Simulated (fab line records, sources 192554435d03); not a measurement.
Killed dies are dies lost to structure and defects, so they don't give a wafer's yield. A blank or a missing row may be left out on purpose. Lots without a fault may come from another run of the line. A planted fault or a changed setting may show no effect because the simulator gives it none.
Chamber matching | flow n5_finfet | N5_GATE_CUT_STRIP_42 on rie_diel-06: 4 sister chambers
The step strips in O2. 4 wafers are shown with their chamber, then 8 later ones without.

WAFERS WITH THEIR CHAMBER
wafer  | chamber | drypump_motor_current_A (A)
L722.1 | 0       | 6.0
L722.2 | 1       | 6.2
L722.6 | 3       | 5.8
L725.1 | 2       | 5.2

WAFERS WITHOUT THEIR CHAMBER
wafer  | drypump_motor_current_A (A)
L725.3 | 6.2
L725.6 | 6.2
L736.2 | 5.2
L736.4 | 5.8
L736.6 | 5.9
L739.1 | 6.2
L739.2 | 5.2
L739.6 | 5.2

WHICH CHAMBER EACH WENT THROUGH
wafer  | from the rows above     | in truth
L725.3 | 1                       | 1
L725.6 | 1                       | 1
L736.2 | 2                       | 2
L736.4 | 3                       | 3
L736.6 | can't be placed: 0 or 3 | 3
L739.1 | 1                       | 1
L739.2 | 2                       | 2
L739.6 | 2                       | 2
Placed correctly: 7 of 8. Can't be placed from these rows: 1 (the true chamber is among the candidates in 1). Placed wrongly: 0.
How it was worked out, from the rows above alone: a wafer's distance from a chamber is the root of the sum, over the readings, of the square of ((its reading less the chamber's mean) divided by the reading's scatter). The wafer belongs to the nearest chamber; if the next one is less than 2 further off, it can't be placed. A chamber's mean is the mean of its shown wafers. The scatter: with one shown wafer a chamber, the root of the mean of the squares of how far each hidden wafer lies from its nearest shown one.
